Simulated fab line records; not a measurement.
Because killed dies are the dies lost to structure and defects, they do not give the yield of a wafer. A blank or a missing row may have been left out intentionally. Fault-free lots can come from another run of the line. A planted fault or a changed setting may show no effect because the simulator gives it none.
Which of the tools did it? :: flow nandHarc :: 35 wafers from 13 lots sampled at 5 of the route's 1302 steps

== WHAT EACH GAUGE READ, for each wafer ==
NHARC_P_CONTACT_CD_MEAS_19. Usual: 87.8 nm for cdNm, sd 2.1.
lot: L256
measured: day 5 22:38
on: cdSem-03
cdNm (nm): 89.9 91.1 85.6
flag: 

lot: L257
measured: day 6 13:04
on: cdSem-01
cdNm (nm): 86.6 85.8 84.4
flag: 

lot: L258
measured: day 6 15:46
on: cdSem-02
cdNm (nm): 91.6 88.7 88.3
flag: 

lot: L259
measured: day 7 02:22
on: cdSem-02
cdNm (nm): 91.6 91.5 87.8
flag: 

lot: L260
measured: day 7 17:05
on: cdSem-02
cdNm (nm): 89.6 89.3 88.5
flag: 

lot: L261
measured: day 7 22:04
on: cdSem-02
cdNm (nm): 88.4 87.8 88.2
flag: 

lot: L269
measured: day 11 04:51
on: cdSem-02
cdNm (nm): 85.5
flag: 

lot: L271
measured: day 12 02:31
on: cdSem-03
cdNm (nm): 86.9 82.5 85.7
flag: 

lot: L270
measured: day 12 05:40
on: cdSem-02
cdNm (nm): 87.9
flag: 

lot: L273
measured: day 12 20:50
on: cdSem-01
cdNm (nm): 88.1 85.5 89.1
flag: 

lot: L274
measured: day 13 09:10
on: cdSem-03
cdNm (nm): 87.3 91.0 89.9
flag: 

lot: L277
measured: day 14 15:44
on: cdSem-02
cdNm (nm): 89.0 86.1 88.5
flag: 

lot: L279
measured: day 15 08:43
on: cdSem-01
cdNm (nm): 89.2 88.2 86.4
flag: 

NHARC_END_SORT_01. Usual: killedAtArray 56, standard deviation 19; killedAtOther 0.6, standard deviation 1; killedAtPeriphery 3.9, standard deviation 2.7; killedDies 61, standard deviation 19; killedOpen 3.3, standard deviation 1.9; killedShort 2.4, standard deviation 1.7.
lot: L271
measured: day 31 07:12
on: prober-02
killedAtArray: 72 72
killedAtOther: 2 0
killedAtPeriphery: 3 2
killedDies: 77 74
killedOpen: 7 4
killedShort: 2 6
flag: 

== EACH LOT AND THE TOOL THAT RAN IT (in order: tool; ch and the chambers of the sampled wafers; start) ==
lot: L256
NHARC_P_CONTACT_ETCH_18: rieDiel-09 ch 1,3, day 5 22:38 or earlier
NHARC_P_CONTACT_PRE_CLEAN_39: pvdSputter-02, day 5 23:25
NHARC_P_CONTACT_CVD_23: cvdW-02 ch 0,1, no start

lot: L257
NHARC_P_CONTACT_ETCH_18: rieDiel-12 ch 1,2,3, day 6 13:04 or earlier
NHARC_P_CONTACT_PRE_CLEAN_39: pvdSputter-02, day 6 13:50
NHARC_P_CONTACT_CVD_23: cvdW-01 ch 0,1, no start

lot: L258
NHARC_P_CONTACT_ETCH_18: rieDiel-12 ch 1,2,3, day 6 15:46 or earlier
NHARC_P_CONTACT_PRE_CLEAN_39: pvdSputter-01, day 6 16:33
NHARC_P_CONTACT_CVD_23: cvdW-01 ch 0,1, no start

lot: L259
NHARC_P_CONTACT_ETCH_18: rieDiel-02 ch 1,2, day 7 02:22 or earlier
NHARC_P_CONTACT_PRE_CLEAN_39: pvdSputter-02, day 7 03:09
NHARC_P_CONTACT_CVD_23: cvdW-02 ch 0,1, no start

lot: L260
NHARC_P_CONTACT_ETCH_18: rieDiel-12 ch 1,2,3, day 7 17:05 or earlier
NHARC_P_CONTACT_PRE_CLEAN_39: pvdSputter-01, day 7 17:53
NHARC_P_CONTACT_CVD_23: cvdW-02 ch 0, no start

lot: L261
NHARC_P_CONTACT_ETCH_18: rieDiel-02 ch 0,3, day 7 22:04 or earlier
NHARC_P_CONTACT_PRE_CLEAN_39: pvdSputter-02, day 7 22:56
NHARC_P_CONTACT_CVD_23: cvdW-02 ch 0, no start

lot: L269
NHARC_P_CONTACT_ETCH_18: rieDiel-12 ch 0, day 11 04:51 or earlier
NHARC_P_CONTACT_PRE_CLEAN_39: pvdSputter-02, day 11 05:37
NHARC_P_CONTACT_CVD_23: cvdW-01 ch 1, no start

lot: L271
NHARC_P_CONTACT_ETCH_18: rieDiel-12 ch 1,2, day 12 02:31 or earlier
NHARC_P_CONTACT_PRE_CLEAN_39: pvdSputter-02, day 12 03:17
NHARC_P_CONTACT_CVD_23: cvdW-02 ch 0,1, day 31 07:12 or earlier

lot: L270
NHARC_P_CONTACT_ETCH_18: rieDiel-09 ch 1, day 12 05:40 or earlier
NHARC_P_CONTACT_PRE_CLEAN_39: pvdSputter-02, day 12 06:28
NHARC_P_CONTACT_CVD_23: cvdW-01 ch 1, no start

lot: L273
NHARC_P_CONTACT_ETCH_18: rieDiel-02 ch 1,2,3, day 12 20:50 or earlier
NHARC_P_CONTACT_PRE_CLEAN_39: pvdSputter-01, day 12 21:37
NHARC_P_CONTACT_CVD_23: cvdW-01 ch 0,1, no start

lot: L274
NHARC_P_CONTACT_ETCH_18: rieDiel-02 ch 1,2, day 13 09:10 or earlier
NHARC_P_CONTACT_PRE_CLEAN_39: pvdSputter-01, day 13 09:56
NHARC_P_CONTACT_CVD_23: cvdW-01 ch 0,1, no start

lot: L277
NHARC_P_CONTACT_ETCH_18: rieDiel-02 ch 1,2,3, day 14 15:44 or earlier
NHARC_P_CONTACT_PRE_CLEAN_39: pvdSputter-02, day 14 16:31
NHARC_P_CONTACT_CVD_23: cvdW-02 ch 0,1, no start

lot: L279
NHARC_P_CONTACT_ETCH_18: rieDiel-09 ch 0,2, day 15 08:43 or earlier
NHARC_P_CONTACT_PRE_CLEAN_39: pvdSputter-03, day 15 09:31
NHARC_P_CONTACT_CVD_23: cvdW-02 ch 0,1, no start
- NHARC_P_CONTACT_ETCH_18: etches the open film in C4F8/O2/Ar, target depth 481 nm, time 240.5 s.
- NHARC_P_CONTACT_PRE_CLEAN_39: time 19.5 s.
- NHARC_P_CONTACT_CVD_23: deposits W, target thk 200 nm, time 557 s.

== AS READ BY THE TOOLS THEMSELVES (means over the sampled wafers that have a number; for cases with no such wafer, the mark the record gives instead) ==
NHARC_P_CONTACT_ETCH_18. Usual: biasW 1500 W, standard deviation 4.5; oesProductAu 0.963 a.u., standard deviation 0.022; rfVppV 981 V, standard deviation 5.5.
lot: L256
tool: rieDiel-09
biasW (W): 1495
oesProductAu (a.u.): 0.964
rfVppV (V): 980
flag: 

lot: L257
tool: rieDiel-12
biasW (W): 1495
oesProductAu (a.u.): 0.955
rfVppV (V): 984
flag: 

lot: L258
tool: rieDiel-12
biasW (W): 1497
oesProductAu (a.u.): 0.981
rfVppV (V): 984
flag: 

lot: L259
tool: rieDiel-02
biasW (W): 1500
oesProductAu (a.u.): 0.970
rfVppV (V): 973
flag: 

lot: L260
tool: rieDiel-12
biasW (W): 1498
oesProductAu (a.u.): 0.974
rfVppV (V): 985
flag: 

lot: L261
tool: rieDiel-02
biasW (W): 1501
oesProductAu (a.u.): 0.973
rfVppV (V): 984
flag: 

lot: L269
tool: rieDiel-12
biasW (W): 1502
oesProductAu (a.u.): 0.958
rfVppV (V): 983
flag: 

lot: L271
tool: rieDiel-12
biasW (W): 1497
oesProductAu (a.u.): 0.993
rfVppV (V): 986
flag: 

lot: L270
tool: rieDiel-09
biasW (W): 1501
oesProductAu (a.u.): 0.971
rfVppV (V): 977
flag: 

lot: L273
tool: rieDiel-02
biasW (W): 1498
oesProductAu (a.u.): 0.958
rfVppV (V): 978
flag: 

lot: L274
tool: rieDiel-02
biasW (W): 1502
oesProductAu (a.u.): 0.969
rfVppV (V): 972
flag: 

lot: L277
tool: rieDiel-02
biasW (W): 1497
oesProductAu (a.u.): 0.937
rfVppV (V): 977
flag: 

lot: L279
tool: rieDiel-09
biasW (W): 1499
oesProductAu (a.u.): 0.974
rfVppV (V): 973
flag: 

NHARC_P_CONTACT_CVD_23. Usual: heaterPowerW 475 W, standard deviation 83; throttleValvePct 7.96 %, standard deviation 0.3.
lot: L256
tool: cvdW-02
heaterPowerW (W): 559
throttleValvePct (%): 7.71
flag: 

lot: L257
tool: cvdW-01
heaterPowerW (W): 393
throttleValvePct (%): 8.26
flag: 

lot: L258
tool: cvdW-01
heaterPowerW (W): 388
throttleValvePct (%): 8.29
flag: 

lot: L259
tool: cvdW-02
heaterPowerW (W): 536
throttleValvePct (%): 7.46
flag: 

lot: L260
tool: cvdW-02
heaterPowerW (W): 549
throttleValvePct (%): 7.49
flag: 

lot: L261
tool: cvdW-02
heaterPowerW (W): 546
throttleValvePct (%): 7.57
flag: 

lot: L269
tool: cvdW-01
heaterPowerW (W): 414
throttleValvePct (%): 8.36
flag: 

lot: L271
tool: cvdW-02
heaterPowerW (W): 554
throttleValvePct (%): 7.88
flag: 

lot: L270
tool: cvdW-01
heaterPowerW (W): 413
throttleValvePct (%): 8.28
flag: 

lot: L273
tool: cvdW-01
heaterPowerW (W): 383
throttleValvePct (%): 8.22
flag: 

lot: L274
tool: cvdW-01
heaterPowerW (W): 398
throttleValvePct (%): 8.24
flag: 

lot: L277
tool: cvdW-02
heaterPowerW (W): 549
throttleValvePct (%): 7.91
flag: 

lot: L279
tool: cvdW-02
heaterPowerW (W): 552
throttleValvePct (%): 7.87
flag: 

== THE ANSWER, worked out from the rows above alone ==
Rule: a lot is off if the mean of its wafers that have a number lies more than 3 standard deviations from the usual mean. A lot without any number at a reading at which 4 lots or more have one is off too. The other lots that the step has rows for count as sound. Order of review: gauges by route order, followed by the tools' own readings, for which a lot's mean as printed above is used. At the first step where some lot is off, the reading lying furthest off is the one used; lots without a number count as furthest.
No lot is off on any of the readings shown, so nothing can be concluded from this.

== WHAT WAS PUT IN BY THE SIMULATOR ==
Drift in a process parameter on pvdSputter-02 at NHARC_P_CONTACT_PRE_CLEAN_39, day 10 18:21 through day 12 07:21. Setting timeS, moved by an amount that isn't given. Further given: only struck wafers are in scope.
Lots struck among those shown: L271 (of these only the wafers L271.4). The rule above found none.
